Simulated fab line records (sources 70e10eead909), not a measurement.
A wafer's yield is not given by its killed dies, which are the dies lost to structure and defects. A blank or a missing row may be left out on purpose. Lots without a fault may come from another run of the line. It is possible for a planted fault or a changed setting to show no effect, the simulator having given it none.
Check for tools in common -- flow nandHarc -- Sampled: 12 lots, 36 wafers

## WHY IT WAS OPENED
At NHARC_P_ZERO_WELL_CD_MEAS_52 the reading cdNm is flagged on 1 of 12 lots. Fault-free wafers read 1999.6 nm, with a standard deviation of 2.1.
Rule: a lot is flagged in two cases, either no wafer of it has a number, or all its wafers with numbers fall more than 4 standard deviations from that mean. As for the other lots, they are considered sound.

lot,measured,on,"cdNm (nm), wafer by wafer",flag
L923,day 2 11:51,cdSem-01,1997.2 1998.2 2001.4,
L924,day 2 21:57,cdSem-01,1999.7 2000.5 2000.6,
L926,day 3 17:51,cdSem-02,2000.9 1999.0 2001.1,
L928,day 4 14:02,cdSem-03,1998.8 2000.1 1997.6,
L929,day 5 03:48,cdSem-03,1999.3 1998.9 1999.9,
L930,day 5 09:49,cdSem-02,2000.9 1996.6 1996.6,
L931,day 5 19:45,cdSem-01,1997.1 1998.8 2001.8,
L932,day 6 06:20,cdSem-03,1997.6 2001.5 1996.8,
L934,day 7 01:46,cdSem-03,1997.4 1993.8 1995.8,
L935,day 7 11:52,cdSem-02,1997.2 2002.8 2000.7,
L937,day 8 07:47,cdSem-02,1957.3 1957.4 1961.4,FLAGGED
L939,day 9 03:59,cdSem-03,2001.5 1999.3 1996.9,
On average the flagged lots' numbers are 1958.7 nm, which is -40.9 nm against the usual, or -19 standard deviations.

## LOT BY LOT: THE TOOL USED
Before the reading, the record contains 3 process steps out of a 1302-step route. Each cell gives the tool, then ch followed by the chambers the sampled wafers passed through, then the start.
lot,flag,NHARC_P_ZERO_WELL_ETCH_62,NHARC_P_ZERO_WELL_ETCH_63,NHARC_P_ZERO_WELL_EXPOSE_49
L923,,"rieDiel-02 ch 0,1,2, day 2 07:39 or earlier","rieSi-06 ch 0,1,2, day 2 07:39","krfScanner-04 ch 0, day 2 11:41"
L924,,"rieDiel-01 ch 0,3, day 2 17:43 or earlier","rieSi-06 ch 0,2,3, day 2 17:43","krfScanner-03 ch 0, day 2 21:48"
L926,,"rieDiel-02 ch 1,2,3, day 3 13:50 or earlier","rieSi-01 ch 0,1,3, day 3 13:50","krfScanner-04 ch 0, day 3 17:42"
L928,,"rieDiel-02 ch 0,1,2, day 4 09:47 or earlier","rieSi-06 ch 0,2,3, day 4 09:47","krfScanner-03 ch 0, day 4 13:53"
L929,,"rieDiel-02 ch 1,2, day 4 19:42 or earlier","rieSi-06 ch 1,2, day 4 19:42","krfScanner-04 ch 0, day 5 03:39"
L930,,"rieDiel-01 ch 0,2, day 5 05:43 or earlier","rieSi-01 ch 0,3, day 5 05:43","krfScanner-02 ch 0, day 5 09:40"
L931,,"rieDiel-01 ch 0,2,3, day 5 15:40 or earlier","rieSi-06 ch 0,1,3, day 5 15:40","krfScanner-04 ch 0, day 5 19:36"
L932,,"rieDiel-01 ch 1,2, day 6 02:15 or earlier","rieSi-05 ch 0,1, day 6 02:15","krfScanner-03 ch 0, day 6 06:11"
L934,,"rieDiel-01 ch 0,3, day 6 21:40 or earlier","rieSi-06 ch 0,2, day 6 21:40","krfScanner-03 ch 0, day 7 01:36"
L935,,"rieDiel-01 ch 0,1, day 7 07:40 or earlier","rieSi-06 ch 0,3, day 7 07:40","krfScanner-04 ch 0, day 7 11:43"
L937,FLAGGED,"rieDiel-10 ch 0,2,3, day 8 03:40 or earlier","rieSi-05 ch 2,3, day 8 03:40","krfScanner-04 ch 0, day 8 07:38"
L939,,"rieDiel-01 ch 0,1,3, day 8 23:47 or earlier","rieSi-06 ch 1,2, day 8 23:47","krfScanner-04 ch 0, day 9 03:50"
What is done by these steps:
- NHARC_P_ZERO_WELL_ETCH_62: etches the open film in CHF3/Ar, target depth 13 nm, time 6.5 s.
- NHARC_P_ZERO_WELL_ETCH_63: etches the open film in HBr/Cl2, target depth 120 nm, time 40.1 s.
- NHARC_P_ZERO_WELL_EXPOSE_49: exposes mask P HVPW, target cd 2000 nm.
- NHARC_P_ZERO_WELL_CD_MEAS_52: target cd 2000 nm.

## FLAGGED AGAINST TOTAL, ONE TOOL AT A TIME (gauges that did the reading follow at the end)
step,tool,lots run,flagged,share of the flagged lots,sound lots run after its first flagged lot
NHARC_P_ZERO_WELL_ETCH_62,rieDiel-01,7,0,none,-
NHARC_P_ZERO_WELL_ETCH_62,rieDiel-02,4,0,none,-
NHARC_P_ZERO_WELL_ETCH_62,rieDiel-10,1,1,all,0
NHARC_P_ZERO_WELL_ETCH_63,rieSi-01,2,0,none,-
NHARC_P_ZERO_WELL_ETCH_63,rieSi-05,2,1,all,0
NHARC_P_ZERO_WELL_ETCH_63,rieSi-06,8,0,none,-
NHARC_P_ZERO_WELL_EXPOSE_49,krfScanner-02,1,0,none,-
NHARC_P_ZERO_WELL_EXPOSE_49,krfScanner-03,4,0,none,-
NHARC_P_ZERO_WELL_EXPOSE_49,krfScanner-04,7,1,all,1 (L939)
NHARC_P_ZERO_WELL_CD_MEAS_52,cdSem-01,3,0,none,-
NHARC_P_ZERO_WELL_CD_MEAS_52,cdSem-02,4,1,all,0
NHARC_P_ZERO_WELL_CD_MEAS_52,cdSem-03,5,0,none,-
NHARC_P_ZERO_WELL_ETCH_62: start missing for some lots; hours and lot order therefore follow NHARC_P_ZERO_WELL_ETCH_63.

## WHAT THE TABLE PERMITS
4 rows of the table ran every flagged lot: rieDiel-10 at NHARC_P_ZERO_WELL_ETCH_62, rieSi-05 at NHARC_P_ZERO_WELL_ETCH_63, krfScanner-04 at NHARC_P_ZERO_WELL_EXPOSE_49, cdSem-02 at NHARC_P_ZERO_WELL_CD_MEAS_52.
- rieDiel-10 at NHARC_P_ZERO_WELL_ETCH_62: 1 of its 1 lot flagged. No sound lot ran on it before its first flagged lot in this sample; the start therefore can't be narrowed down.
- rieSi-05 at NHARC_P_ZERO_WELL_ETCH_63 ran 2 lots, 1 of them flagged. It ran its last sound lot, L932, at day 6 02:15 and its first flagged lot, L937, at day 8 03:40: a fault with its onset between the two fits.
- krfScanner-04 at NHARC_P_ZERO_WELL_EXPOSE_49 ran 7 lots, 1 of them flagged. Sound lots ran on it after the first flagged one (L939), which a lasting fault on the whole tool wouldn't allow.
- cdSem-02 at NHARC_P_ZERO_WELL_CD_MEAS_52 ran 4 lots, 1 of them flagged. It ran its last sound lot, L935, at day 7 11:52 and its first flagged lot, L937, at day 8 07:47: a fault with its onset between the two fits.
Counting lots can't tell these 3 tools apart, because each fits a fault that began at some hour. More lots, or a look at what each step does to the wafer, might.

## WHAT THE SIMULATOR HAD PUT IN
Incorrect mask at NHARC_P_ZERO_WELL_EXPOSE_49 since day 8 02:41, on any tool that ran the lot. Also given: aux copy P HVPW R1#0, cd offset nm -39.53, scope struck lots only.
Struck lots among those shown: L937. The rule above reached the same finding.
